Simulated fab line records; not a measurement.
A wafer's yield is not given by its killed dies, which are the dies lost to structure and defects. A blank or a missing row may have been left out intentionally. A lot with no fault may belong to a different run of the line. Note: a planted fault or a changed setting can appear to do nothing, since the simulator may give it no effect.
fab line records ; flow n5-finfet
record: lots: 6; wafers: 18; last-day: 17
route steps=1938 shown MOL_CONTACT_COAG@615 PASSIVATION@1936
lots with no fault: from the same line, run without faults
start-h: hours from the record's opening day to when the first of the lot's shown wafers began ; wait-h: hours elapsed since this lot's preceding step ; " as in the row above ; L1.1+2: several wafers, shown together as one row ; - either no value or no given start ; * or withheld: withheld ; < > ~ a bound
route shown NAME@n: names a module that has steps shown in the file, with the first one's number in the route ; usual: the fault-free wafers' mean and standard deviation ; same: alike in all rows ; chamber/n: place in a boat ; sites: per-site readings ; _std_site: standard deviation across them ; _edge_site: mean of outer sites minus mean of inner sites ; radius-mm: how far each site lies from the wafer's centre ; mask NAME#n: copy n ; behind: tool/chamber where the wafer was last shaped ; hold: why the lot was held/for how many hours/how that ended ; device: the n, p or np transistor that did not switch ; end of line: tests of these same wafers at the route's end ; for a step that has no rows: nothing shown but its recipe ; killed: not the wafer's yield, but the dies lost to structure and defects at the first sort ; map: per-die view of a wafer (x killed, . not killed, _ where there is no die)
set.NAME: the setting that was run; set.NAME@STEP: the one run at that earlier step ; model.NAME: the simulator's own value behind a step, which no gauge read
lots at some steps of the route; a table a step, a row a wafer
services: the hour from which a tool's chamber was out of use, counted from the record's first day as start-h (under 0 if before that day), plus the number of hours and why
== steps ==
step: N5_MOL_CONTACT_COAG_VIA_ETCH_117
recipe: chemistry: C4F6/O2; target-depth-a: 400; overetch-a: 80; mask-material: SOC; target: SiO2; bias-w: 455; pressure-mtorr: 10; time-s: 26; source-w: 325; Ar_flow_sccm: 300; C4F6_flow_sccm: 10; O2_flow_sccm: 10; ion-energy-ev: 575.3; ends: end-point
usual: C4F6_flow_sccm: 10.00/0.033; drypump-motor-current-A: 6.0/0.45; oes-product-au: 0.67/0.057; rf-vpp-V: 1573/28; showerhead-plenum-p-Torr: 2.82/0.085; throttle-valve-pct: 40.8/0.39
lot.wafer;tool;chamber;start-h;wait-h;C4F6_flow_sccm;drypump-motor-current-A;oes-product-au;rf-hours-counter-h;rf-vpp-V;showerhead-plenum-p-Torr;throttle-valve-pct
L715.3;rie-diel-04;1;100.61;0.0;9.92;6.1;0.64;198;1580;2.92;40.2
L715.4;rie-diel-04;0;100.61;0.0;10.06;6.6;0.64;189;1607;2.94;40.6
L715.6;rie-diel-04;2;100.61;0.0;10.02;6.4;0.65;-;1559;2.81;41.0
L724.1;rie-diel-04;1;154.50;0.0;10.04;6.1;0.63;219;1581;2.91;40.2
L724.3;rie-diel-04;3;154.50;0.0;9.96;6.1;0.73;108;1626;2.76;41.0
L724.5;rie-diel-04;1;154.50;0.0;10.03;6.1;0.62;-;1581;2.91;40.2
L731.1;rie-diel-04;2;197.92;0.0;9.97;6.4;0.63;224;1557;2.79;41.0
L731.2;rie-diel-04;3;197.92;0.0;10.02;6.1;0.70;128;1624;2.75;41.0
L731.4;rie-diel-04;1;197.92;0.0;10.04;6.1;0.61;-;1579;2.90;40.2
L732.2;rie-diel-03;2;200.78;0.0;10.00;6.0;0.64;233;1590;2.92;41.8
L732.3;rie-diel-03;1;200.78;0.0;9.92;6.6;0.74;69;1566;2.77;40.7
L732.6;rie-diel-03;1;200.78;0.0;10.00;6.6;0.75;-;1568;2.77;40.7
L733.1;rie-diel-05;1;212.36;0.0;10.02;5.0;0.64;203;1544;2.82;40.6
L733.3;rie-diel-05;0;212.36;0.0;10.04;5.8;0.62;248;1540;2.67;40.5
L733.5;rie-diel-05;1;212.36;0.0;10.04;5.0;0.64;-;1543;2.82;40.6
L738.4;rie-diel-04;0;240.62;0.0;9.98;6.6;0.63;-;1607;2.92;40.6
L738.5;rie-diel-04;2;240.62;0.0;9.97;6.4;0.62;-;1556;2.78;41.0
L738.6;rie-diel-04;3;240.62;0.0;10.03;6.1;0.70;-;1624;2.74;41.0
step: N5_MOL_CONTACT_COAG_ETCH_124
recipe: chemistry: CH3F/O2; target: SiNx; target-depth-a: 65; mask-material: SOC; stop-on: SiOC; over-etch-frac: 0.3; ion-energy-ev: 120; pressure-mtorr: 30; source-w: 395; bias-w: 73; Ar_flow_sccm: 150; CH3F_flow_sccm: 30; O2_flow_sccm: 20; ends: end-point
usual: CH3F_flow_sccm: 29.99/0.094; drypump-motor-current-A: 6.0/0.45; oes-product-au: 0.64/0.058; rf-vpp-V: 295/5.5; showerhead-plenum-p-Torr: 1.99/0.062; throttle-valve-pct: 16.28/0.23
lot.wafer;tool;chamber;start-h;wait-h;CH3F_flow_sccm;drypump-motor-current-A;oes-product-au;rf-hours-counter-h;rf-vpp-V;showerhead-plenum-p-Torr;throttle-valve-pct
L715.3;rie-diel-04;1;100.64;0.0;29.95;6.1;0.60;198;296;2.06;16.11
L715.4;rie-diel-04;0;100.64;0.0;29.98;6.6;0.61;189;301;2.07;16.11
L715.6;rie-diel-04;2;100.64;0.0;30.23;6.3;0.62;-;291;1.97;16.53
L724.1;rie-diel-04;1;154.53;0.0;29.91;6.1;0.59;219;296;2.06;16.14
L724.3;rie-diel-04;3;154.53;0.0;29.93;6.1;0.70;108;304;1.94;16.08
L724.5;rie-diel-04;1;154.53;0.0;30.01;6.1;0.60;-;296;2.06;16.14
L731.1;rie-diel-04;2;197.95;0.0;30.03;6.4;0.60;224;292;1.96;16.59
L731.2;rie-diel-04;3;197.95;0.0;30.11;6.0;0.68;128;305;1.93;16.13
L731.4;rie-diel-04;1;197.95;0.0;29.86;6.1;0.58;-;296;2.05;16.17
L732.2;rie-diel-03;2;200.80;0.0;29.97;6.0;0.61;233;299;2.06;16.87
L732.3;rie-diel-03;1;200.80;0.0;29.87;6.6;0.72;69;293;1.95;16.03
L732.6;rie-diel-03;1;200.80;0.0;30.01;6.6;0.72;-;294;1.95;16.03
L733.1;rie-diel-05;1;212.39;0.0;30.08;5.0;0.60;203;289;1.98;16.20
L733.3;rie-diel-05;0;212.39;0.0;29.93;5.9;0.58;248;288;1.88;16.25
L733.5;rie-diel-05;1;212.39;0.0;30.03;5.0;0.61;-;288;1.99;16.21
L738.4;rie-diel-04;0;240.66;0.0;29.93;6.6;0.59;-;301;2.06;16.18
L738.5;rie-diel-04;2;240.66;0.0;30.17;6.3;0.59;-;292;1.96;16.60
L738.6;rie-diel-04;3;240.66;0.0;29.89;6.1;0.66;-;305;1.93;16.16
step: N5_MOL_CONTACT_COAG_ETCH_48
recipe: chemistry: C4F6/O2; target-depth-a: 150; overetch-a: 45; mask-material: SOC; target: SiOC; bias-w: 465; pressure-mtorr: 10; time-s: 17; source-w: 335; Ar_flow_sccm: 300; C4F6_flow_sccm: 10; O2_flow_sccm: 10; ion-energy-ev: 576
usual: C4F6_flow_sccm: 9.999/0.029; drypump-motor-current-A: 6.0/0.44; oes-product-au: 0.63/0.059; rf-vpp-V: 1575/28; showerhead-plenum-p-Torr: 2.82/0.085; throttle-valve-pct: 40.4/0.39
lot.wafer;tool;chamber;start-h;wait-h;C4F6_flow_sccm;drypump-motor-current-A;oes-product-au;rf-hours-counter-h;rf-vpp-V;showerhead-plenum-p-Torr;throttle-valve-pct
L715.3;rie-diel-04;1;100.68;0.0;9.968;6.1;0.57;198;1582;2.92;39.7
L715.4;rie-diel-04;0;100.68;0.0;9.965;6.6;0.59;189;1610;2.94;40.2
L715.6;rie-diel-04;2;100.68;0.0;9.994;6.4;0.57;-;1560;2.81;40.5
L724.1;rie-diel-04;1;154.57;0.0;9.987;6.1;0.56;219;1582;2.91;39.7
L724.3;rie-diel-04;3;154.57;0.0;9.986;6.1;0.71;108;1627;2.76;40.5
L724.5;rie-diel-04;1;154.57;0.0;9.998;6.1;0.61;-;1582;2.91;39.8
L731.1;rie-diel-04;2;197.99;0.0;9.963;6.3;0.60;224;1558;2.79;40.6
L731.2;rie-diel-04;3;197.99;0.0;10.017;6.1;0.64;128;1625;2.75;40.5
L731.4;rie-diel-04;1;197.99;0.0;9.999;6.1;0.61;-;1582;2.90;39.8
L732.2;rie-diel-03;2;200.84;0.0;9.944;6.0;0.58;233;1593;2.92;41.3
L732.3;rie-diel-03;1;200.84;0.0;9.971;6.6;0.72;69;1567;2.77;40.2
L732.6;rie-diel-03;1;200.84;0.0;9.979;6.6;0.72;-;1569;2.77;40.2
L733.1;rie-diel-05;1;212.43;0.0;9.952;5.0;0.61;203;1545;2.82;40.1
L733.3;rie-diel-05;0;212.43;0.0;10.049;5.9;0.59;248;1541;2.67;40.0
L733.5;rie-diel-05;1;212.43;0.0;10.019;5.0;0.63;-;1544;2.82;40.1
L738.4;rie-diel-04;0;240.70;0.0;10.008;6.5;0.57;-;1608;2.92;40.2
L738.5;rie-diel-04;2;240.70;0.0;10.005;6.4;0.53;-;1558;2.78;40.6
L738.6;rie-diel-04;3;240.70;0.0;9.991;6.1;0.64;-;1626;2.74;40.5
step: N5_MOL_CONTACT_COAG_STRIP_72
recipe: chemistry: N2/H2; power-w: 450; temp-c: 40; pressure-mtorr: 20; rf-frequency-hz: 6e+07; overash-fraction: 3; bias-power-w: 7; h2-frac: 0.5; n2-flow-sccm: 200; h2-flow-sccm: 200
step: N5_MOL_CONTACT_COAG_STRIP_49
recipe: chemistry: N2/H2; time-s: 30; power-w: 1000; temp-c: 250; pressure-mtorr: withheld; n2-flow-sccm: 1750; h2-flow-sccm: 3250
usual: drypump-motor-current-A: 5.7/0.61; heater-power-w: 318/29
lot.wafer;tool;chamber;start-h;wait-h;drypump-motor-current-A;heater-power-w;rf-hours-counter-h
L715.3;plasma-asher-02;0;100.84;-;6.7;325;-
L715.4;plasma-asher-02;1;100.84;-;5.2;314;-
L715.6;plasma-asher-02;1;100.84;-;5.3;305;-
L724.1;plasma-asher-01;0;154.71;-;5.3;278;49
L724.3;plasma-asher-01;1;154.71;-;5.8;351;-
L724.5;plasma-asher-01;1;154.71;-;5.7;361;-
L731.1;plasma-asher-02;1;198.13;-;5.2;311;111
L731.2;plasma-asher-02;0;198.13;-;6.7;319;111
L731.4;plasma-asher-02;0;198.13;-;6.7;326;-
L732.2;plasma-asher-02;0;200.98;-;6.7;322;112
L732.3;plasma-asher-02;1;200.98;-;5.2;304;-
L732.6;plasma-asher-02;1;200.98;-;5.2;310;-
L733.1;plasma-asher-02;1;212.56;-;5.2;313;113
L733.3;plasma-asher-02;0;212.56;-;6.7;330;-
L733.5;plasma-asher-02;0;212.56;-;6.7;343;-
L738.4;plasma-asher-01;0;240.83;-;5.3;284;-
L738.5;plasma-asher-01;1;240.83;-;5.7;351;-
L738.6;plasma-asher-01;0;240.83;-;5.3;278;-
step: N5_MOL_CONTACT_COAG_PRECLEAN_138
recipe: chemistry: alkaline-clean; temp-c: 60; time-s: 60; do-ppb: 50
step: N5_MOL_CONTACT_COAG_SRD_139
recipe: dry: ipa-marangoni; time-s: 30; temp-c: 23; rinse-liquid: diw
step: N5_MOL_CONTACT_COAG_CD_MEAS_101
recipe: target-cd-nm: 16
usual: cd-nm: 16.0/0.33
lot.wafer;tool;chamber;start-h;wait-h;cd-nm
L715.3;cd-sem-01;-;100.97;0.0;15.6
L715.4;cd-sem-01;-;100.97;0.0;15.4
L715.6;cd-sem-01;-;100.97;0.0;16.5
L724.1;cd-sem-03;-;154.85;0.0;16.1
L724.3;cd-sem-03;-;154.85;0.0;16.2
L724.5;cd-sem-03;-;154.85;0.0;16.6
L731.1;cd-sem-03;-;198.27;0.0;16.3
L731.2;cd-sem-03;-;198.27;0.0;15.9
L731.4;cd-sem-03;-;198.27;0.0;16.1
L732.2;cd-sem-03;-;201.13;0.0;16.1
L732.3;cd-sem-03;-;201.13;0.0;15.5
L732.6;cd-sem-03;-;201.13;0.0;16.1
L733.1;cd-sem-01;-;212.71;0.0;15.5
L733.3;cd-sem-01;-;212.71;0.0;15.9
L733.5;cd-sem-01;-;212.71;0.0;15.7
L738.4;cd-sem-03;-;240.96;0.0;15.5
L738.5;cd-sem-03;-;240.96;0.0;15.9
L738.6;cd-sem-03;-;240.96;0.0;15.5
step: N5_MOL_CONTACT_COAG_PRE_CLEAN_121
recipe: gas: H2/He; time-s: *; temp-c: withheld
step: N5_MOL_CONTACT_COAG_CVD_140
recipe: material: W; target-thk-a: 665; mode: selective-fill; temp-c: 300; time-s: 215
usual: heater-power-w: 478/19
lot.wafer;tool;chamber;start-h;wait-h;heater-power-w
L715.3;cvd-w-01;0;101.18;0.1;446
L715.4;cvd-w-01;1;101.18;0.1;475
L715.6;cvd-w-01;0;101.18;0.1;455
L724.1;cvd-w-02;0;154.99;0.1;505
L724.3;cvd-w-02;0;154.99;0.1;513
L724.5;cvd-w-02;0;154.99;0.1;516
L731.1;cvd-w-02;1;198.40;0.1;472
L731.2;cvd-w-02;0;198.40;0.1;508
L731.4;cvd-w-02;1;198.40;0.1;469
L732.2;cvd-w-02;1;201.26;0.1;471
L732.3;cvd-w-02;0;201.26;0.1;492
L732.6;cvd-w-02;1;201.26;0.1;484
L733.1;cvd-w-01;1;212.84;0.1;483
L733.3;cvd-w-01;1;212.84;0.1;473
L733.5;cvd-w-01;1;212.84;0.1;481
L738.4;cvd-w-02;0;241.17;0.1;507
L738.5;cvd-w-02;1;241.17;0.1;476
L738.6;cvd-w-02;0;241.17;0.1;503
step: N5_MOL_CONTACT_COAG_PRECLEAN_127
recipe: chemistry: DIW; time-s: 57.5; temp-c: 23
step: N5_MOL_CONTACT_COAG_SRD_128
recipe: dry-time-s: 32; dry: n2-spin; spin-rpm: 1500
step: N5_MOL_CONTACT_COAG_CMP_52
recipe: stop-on: SiO2; t-overpolish-s: 1.5; post-cmp-clean: w-dilute-nh4oh; down-force-psi: 4; platen-rpm: 50.289; pad-velocity-m-s: 1.0006; target-thk-nm: 66.5
usual: motor-current-A: 12.2/1.2; overpolish-run-s: 1.500/0.0085; platen-rpm: 50.29/0.034; time-to-endpoint-s: 13.8/2.2
lot.wafer;tool;chamber;start-h;wait-h;motor-current-A;overpolish-run-s;platen-rpm;time-to-endpoint-s
L715.3;cmp-01;0;101.61;0.2;12.0;1.503;50.31;14.5
L715.4;cmp-01;1;101.61;0.2;10.6;1.502;50.30;13.5
L715.6;cmp-01;3;101.61;0.2;11.3;1.520;50.29;12.7
L724.3;cmp-01;3;155.31;0.0;12.0;1.507;50.26;11.9
L724.1;cmp-01;2;155.31;0.0;11.8;1.493;50.26;12.6
L724.5;cmp-01;0;155.31;0.0;10.8;1.499;50.27;13.9
L731.2;cmp-01;0;198.72;0.0;12.1;1.496;48.24;15.0
L731.4;cmp-01;1;198.72;0.0;10.4;1.482;48.32;15.2
L731.1;cmp-01;2;198.72;0.0;12.0;1.496;48.22;16.4
L732.2;cmp-01;2;201.58;0.0;11.9;1.505;48.28;12.4
L732.3;cmp-01;0;201.58;0.0;11.7;1.497;48.29;16.6
L732.6;cmp-01;2;201.58;0.0;11.8;1.496;48.23;14.5
L733.3;cmp-02;2;213.16;0.0;14.4;1.502;50.25;12.8
L733.1;cmp-02;0;213.16;0.0;14.1;1.494;50.25;15.5
L733.5;cmp-02;3;213.16;0.0;12.1;1.509;50.32;12.3
L738.4;cmp-02;3;241.53;0.1;11.6;1.498;50.27;13.3
L738.5;cmp-02;0;241.53;0.1;14.2;1.501;50.29;15.5
L738.6;cmp-02;1;241.53;0.1;12.4;1.498;50.24;16.5
step: N5_MOL_CONTACT_COAG_THK_MEAS_53
recipe: reads: SiO2_of_MOL_CONTACT_COAG_PECVD_31
usual: VIA_MOL_THK: 43.8/0.76
lot.wafer;tool;chamber;start-h;wait-h;VIA_MOL_THK[nm]
L715.3;film-metro-01;-;101.86;-;43.5
L715.4;film-metro-01;-;101.86;-;44.2
L715.6;film-metro-01;-;101.86;-;44.2
L724.1;film-metro-01;-;155.60;-;42.9
L724.3;film-metro-01;-;155.60;-;42.6
L724.5;film-metro-01;-;155.60;-;43.8
L731.1;film-metro-02;-;199.02;-;43.3
L731.2;film-metro-02;-;199.02;-;44.1
L731.4;film-metro-02;-;199.02;-;45.1
L732.2;film-metro-02;-;201.87;-;43.1
L732.3;film-metro-02;-;201.87;-;43.7
L732.6;film-metro-02;-;201.87;-;44.1
L733.1;film-metro-02;-;213.46;-;44.0
L733.3;film-metro-02;-;213.46;-;44.7
L733.5;film-metro-02;-;213.46;-;44.7
L738.4;film-metro-01;-;241.72;-;44.8
L738.5;film-metro-01;-;241.72;-;43.5
L738.6;film-metro-01;-;241.72;-;44.1
step: N5_PASSIVATION_PROBE_49
usual: killed_at_M0_to_M3: 34/11; killed_at_M4_up: 14/5.7; killed-at-contacts: 14/6.9; killed-at-front-end: 40/11; killed-at-other: 4/3.1; killed-dies: 105/17; killed-open: 70/13; killed-short: 34/7.6
same: gross-dies: 1180; killed-at-back-side: 0
lot.wafer;tool;chamber;start-h;wait-h;killed_at_M0_to_M3;killed_at_M4_up;killed-at-contacts;killed-at-front-end;killed-at-other;killed-dies;killed-open;killed-short
L724.1;prober-02;-;331.57;0.0;38;11;23;28;4;104;79;25
L724.3;prober-02;-;331.67;0.1;46;12;21;35;5;119;78;41
L724.5;prober-02;-;331.77;0.2;37;19;16;24;2;98;73;24
L733.1;prober-02;-;378.85;0.0;23;27;5;46;0;101;74;26
L733.3;prober-02;-;378.95;0.1;33;30;21;46;1;131;97;32
L733.5;prober-02;-;379.05;0.2;22;13;8;70;5;118;89;29
L732.2;prober-01;-;381.61;0.1;16;7;35;35;1;94;76;17
L732.3;prober-01;-;381.66;0.1;23;10;22;52;0;107;67;40
L732.6;prober-01;-;381.81;0.3;38;7;22;38;8;113;69;41
L738.4;prober-02;-;411.10;0.2;34;21;10;34;2;101;59;40
L738.5;prober-02;-;411.15;0.2;16;18;29;45;0;108;78;28
L738.6;prober-02;-;411.20;0.3;37;17;13;38;0;105;69;36
killed by level:class
L724.1 MOL_CONTACT_COAG:geometric-particle:open=20 BEOL_M2:geometric-particle:open=12 BEOL_M0_SAQP:geometric-particle:short=9 FIN_SAQP:geometric-particle:open=6 BEOL_M1:geometric-particle:open=6 STI_FIN_REVEAL:geometric-particle:open=5 BEOL_M0_SAQP:geometric-particle:open=5 STARTING-WAFER:geometric-particle:short=3
L724.3 MOL_CONTACT_COAG:geometric-particle:open=18 BEOL_M1:geometric-particle:open=16 FIN_SAQP:geometric-particle:short=7 BEOL_M0_SAQP:geometric-particle:short=7 BEOL_M2:geometric-particle:open=7 FIN_SAQP:geometric-particle:open=6 STI_FIN_REVEAL:geometric-particle:open=6 BEOL_M4:geometric-particle:open=5
L724.5 MOL_CONTACT_COAG:geometric-particle:open=14 BEOL_M4:geometric-particle:open=10 BEOL_M1:geometric-particle:open=9 BEOL_M2:geometric-particle:open=8 BEOL_M0_SAQP:geometric-particle:short=6 BEOL_M3:geometric-particle:open=5 STARTING-WAFER:geometric-particle:open=4 FIN_SAQP:geometric-particle:open=3
L733.1 BEOL_M4:geometric-particle:open=14 DUMMY_GATE:geometric-particle:open=9 FIN_SAQP:geometric-particle:open=8 STI_FIN_REVEAL:geometric-particle:open=8 BEOL_M0_SAQP:geometric-particle:open=7 BEOL_M3:geometric-particle:open=7 FIN_SAQP:geometric-particle:short=6 BEOL_M0_SAQP:geometric-particle:short=5
L733.3 MOL_CONTACT_COAG:geometric-particle:open=17 BEOL_M4:geometric-particle:open=15 BEOL_M3:geometric-particle:open=10 FIN_SAQP:geometric-particle:open=9 DUMMY_GATE:geometric-particle:open=9 BEOL_M0_SAQP:geometric-particle:short=9 STI_FIN_REVEAL:geometric-particle:open=6 STARTING-WAFER:geometric-particle:open=5
L733.5 FIN_SAQP:geometric-particle:open=18 STI_FIN_REVEAL:geometric-particle:open=18 BEOL_M0_SAQP:geometric-particle:open=12 FIN_SAQP:geometric-particle:short=9 BEOL_M4:geometric-particle:open=9 DUMMY_GATE:geometric-particle:open=8 MOL_CONTACT_COAG:geometric-particle:open=7 ILD0:geometric-particle:open=4
L732.2 MOL_CONTACT_COAG:geometric-particle:open=34 STI_FIN_REVEAL:geometric-particle:open=15 FIN_SAQP:geometric-particle:short=4 BEOL_M0_SAQP:geometric-particle:short=4 GATE_CUT:geometric-particle:open=3 BEOL_M0:geometric-particle:open=3 BEOL_M2:geometric-particle:open=3 BEOL_M3:geometric-particle:open=3
L732.3 MOL_CONTACT_COAG:geometric-particle:open=17 FIN_SAQP:geometric-particle:short=15 FIN_SAQP:geometric-particle:open=9 STI_FIN_REVEAL:geometric-particle:open=9 BEOL_M3:geometric-particle:open=8 MOL_CONTACT_COAG:geometric-particle:short=5 BEOL_M5:geometric-particle:open=4 GATE_CUT:geometric-particle:short=4
L732.6 MOL_CONTACT_COAG:geometric-particle:open=18 FIN_SAQP:geometric-particle:short=11 BEOL_M0_SAQP:geometric-particle:short=11 BEOL_M0_SAQP:geometric-particle:open=9 STI_FIN_REVEAL:geometric-particle:open=6 FIN_SAQP:geometric-particle:open=5 DUMMY_GATE:geometric-particle:open=5 BEOL_M3:geometric-particle:open=5
L738.4 FIN_SAQP:geometric-particle:open=10 FIN_SAQP:geometric-particle:short=10 MOL_CONTACT_COAG:geometric-particle:open=8 BEOL_M3:geometric-particle:open=7 BEOL_M4:geometric-particle:open=7 BEOL_M1:geometric-particle:short=6 BEOL_M3:geometric-particle:short=6 BEOL_M0_SAQP:geometric-particle:open=5
L738.5 MOL_CONTACT_COAG:geometric-particle:open=24 FIN_SAQP:geometric-particle:open=10 BEOL_M4:geometric-particle:open=10 FIN_SAQP:geometric-particle:short=10 STI_FIN_REVEAL:geometric-particle:open=10 MOL_CONTACT_COAG:geometric-particle:short=5 GATE_CUT:geometric-particle:open=4 BEOL_M0_SAQP:geometric-particle:open=3
L738.6 FIN_SAQP:geometric-particle:open=11 BEOL_M0_SAQP:geometric-particle:short=10 STI_FIN_REVEAL:geometric-particle:open=9 MOL_CONTACT_COAG:geometric-particle:open=9 FIN_SAQP:geometric-particle:short=8 BEOL_M3:geometric-particle:open=8 BEOL_M4:geometric-particle:open=7 BEOL_M1:geometric-particle:open=5
== services ==
tool;chamber;start-h;hours;kind
plasma-asher-02;-;78.45;1.9;repair
cvd-w-02;0;91.73;4.7;repair
rie-diel-03;-;95.44;6.3;repair
cmp-01;-;97.63;0.5;repair
cmp-02;-;104.15;4.2;pm
cmp-01;-;104.41;4.0;pm
cmp-01;-;108.41;-;consumable-replace:conditioner
cmp-01;-;108.41;-;consumable-replace:pad
rie-diel-04;1;111.29;4.4;repair
rie-diel-04;0;137.60;42.6;repair
cvd-w-01;-;145.74;14.6;pm
cvd-w-02;1;161.18;12.3;repair
rie-diel-05;-;172.74;15.6;pm
plasma-asher-01;-;196.83;2.0;repair
rie-diel-05;2;209.68;-;clean
rie-diel-05;2;209.68;-;consumable-replace:focus-ring
rie-diel-05;2;209.68;-;consumable-replace:showerhead
cmp-02;-;216.64;14.7;repair
rie-diel-04;-;223.43;2.3;repair
cmp-01;-;225.54;12.0;repair
rie-diel-04;1;231.41;-;clean
rie-diel-04;1;231.41;-;consumable-replace:focus-ring
rie-diel-04;1;231.41;34.0;scheduled-down
rie-diel-04;1;231.41;34.0;vent-cycle
== key ==
first-sign: step: N5_MOL_CONTACT_COAG_CMP_52; reading: platen-rpm; direction: down; sigmas: 59; usual: 50.29; struck: 48.26
effect none on later readings
met-at N5_MOL_CONTACT_COAG_CMP_52
struck-wafers L731.1,L731.2,L731.4,L732.2,L732.3,L732.6
tester-left-out L731,L732
onset-between 155.31 198.72
fault: kind: process-parameter-drift; tool: cmp-01; chamber: -; onset-h: 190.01; steps: N5_MOL_CONTACT_COAG_CMP_52; channel: platen-rpm; offset: -2.0116; shape: step; end-h: 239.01; acts-in: these-recipes-only; stated: 50.289
tester-left-out: of these lots the tester's yield and bins aren't shown, on N5 and GAA mostly nor the transistor test; their killed dies are dies lost to structure and defects alone, not to doping, threshold or leakage, so they don't give the yield
